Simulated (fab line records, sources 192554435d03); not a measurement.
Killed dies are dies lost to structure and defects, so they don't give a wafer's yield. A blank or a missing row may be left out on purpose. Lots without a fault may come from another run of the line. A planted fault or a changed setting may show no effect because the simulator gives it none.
Problem report in the 8D (eight disciplines) form, filled by code | flow n5_finfet | the parts of the form that need people (team, actions taken, sign-off) are left out
Where a reading is given only as a bound, like >300, the bound stands for it, and a mean or a difference that rests on one is marked > or <: the true number lies beyond.

1. THE PROBLEM
raw_defect_count at N5_SD_EPI_N_INSPECT_26 reads a mean of 490 on 6 wafers of 2 lots; wafers without a fault read 203 with a standard deviation of 45. That is +6.4 standard deviations from the usual mean.
The step: inspects for defects (darkfield).
First seen on wafer L136.1, day 4 17:40, on defect_inspect-02. The record holds 21 wafers of 7 lots with a number at this step. Rule for "out", or "out of limits": more than 4 standard deviations from the usual mean. The other wafers with a number count as sound.

2. WHAT IT IS AND WHAT IT IS NOT
question                    | is                                   | is not
which readings at this step | raw_defect_count                     | -
which lots                  | L136, L137                           | L130, L134, L138, L146, L147
which wafers of those lots  | all that have a number               | -
read on which gauges        | defect_inspect-01, defect_inspect-02 | -
when                        | from day 4 17:40                     | up to then (6 sound wafers); but 9 sound wafers of L138, L146, L147 came after

3. SUSPECTS, AND WHAT RULES EACH OUT
Counting: a tool at a process step up to the reading stays a suspect if it ran every lot that is out and no sound lot after the first of them.
- the gauge at N5_SD_EPI_N_INSPECT_26: ruled out. The wafers that are out were read on 2 gauges (defect_inspect-01, defect_inspect-02).
- rie_diel-01 at N5_SD_EPI_N_ETCHBACK_44 (etches SiNx in CH3F/O2, stops on SiO2, target depth 14.5 nm): kept. It ran every lot that is out, first L136 (day 4 13:01), and no sound lot after that; its last sound lot up to then is L134 (day 4 01:35).
- rie_diel-01 at N5_SD_EPI_N_ETCH_45 (etches SiOCN in CH3F/O2, target depth 6 nm): kept. It ran every lot that is out, first L136 (day 4 13:07), and no sound lot after that; its last sound lot up to then is L134 (day 4 01:41).
- rie_diel-01 at N5_SD_EPI_N_ETCH_16 (etches SiO2 in CHF3/O2, target depth 5 nm): kept. It ran every lot that is out, first L136 (day 4 13:13), and no sound lot after that; its last sound lot up to then is L134 (day 4 01:47).
Left after counting: rie_diel-01 at N5_SD_EPI_N_ETCHBACK_44, rie_diel-01 at N5_SD_EPI_N_ETCH_45, rie_diel-01 at N5_SD_EPI_N_ETCH_16.

4. THE CAUSE (what the simulator had put in)
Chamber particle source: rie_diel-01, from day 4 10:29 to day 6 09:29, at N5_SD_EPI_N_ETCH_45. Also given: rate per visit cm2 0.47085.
Counting left 3 suspects, and this tool is among them.

5. THE CHAIN OF EFFECTS, in route order
Each row: a reading whose mean over the struck wafers that have a number lies more than 3 standard deviations from the usual. Only readings for which the record gives a usual standard deviation are gone through. hours: the time from each lot's start at the first step in this table that gives one to its start at this step, as a median over the lots. sigmas: the change in usual standard deviations.
hours | step                        | reading              | usual  | on struck wafers | change | sigmas
0     | N5_SD_EPI_N_INSPECT_26      | raw_defect_count     | 203    | 490              | +287   | +6.4
0     | N5_SD_EPI_P_INSPECT_11      | raw_defect_count     | 2.0    | >293             | >+291  | +99 or more
5     | N5_SD_EPI_P_INSPECT_26      | raw_defect_count     | 174    | 469              | +295   | +7.0
6     | N5_SD_ACTIVATION_INSPECT_02 | raw_defect_count     | 175    | 478              | +303   | +7.2
212   | N5_PASSIVATION_PROBE_49     | defect_limited_yield | 91.4 % | 85.2             | -6.2   | -4.5
212   | N5_PASSIVATION_PROBE_49     | killed_at_front_end  | 39     | 121              | +82    | +8.2
212   | N5_PASSIVATION_PROBE_49     | killed_dies          | 101    | 175              | +74    | +4.6
212   | N5_PASSIVATION_PROBE_49     | sort_bin_5_function  | 5.1 %  | 9.7              | +4.6   | +5.2
212   | N5_PASSIVATION_PROBE_49     | sort_n_pass          | 1079   | 1005             | -74    | -4.6
212   | N5_PASSIVATION_PROBE_49     | sort_yield_pct       | 91.4 % | 85.2             | -6.2   | -4.5
The process steps in it:
- N5_PASSIVATION_PROBE_49
Later measuring or inspecting steps at which every struck wafer that the step has a row for has a number for every such reading, and none has moved that far: N5_BEOL_M4_RC_MEAS_101.

6. WHAT WOULD HAVE CAUGHT IT SOONER
In this record the first reading out of limits at a measuring or inspecting step was taken at day 4 17:40, 7 hours after the fault began at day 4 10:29.
Of the tool readings at N5_SD_EPI_N_ETCH_45 for which the record gives a usual standard deviation, none was out on any struck wafer, so an alarm limit of 4 standard deviations on them would not have fired.
Of the lots that are out (2), L137 began N5_SD_EPI_N_ETCH_45 on rie_diel-01 after day 4 17:40. A hold on the tool at that time would have spared it.
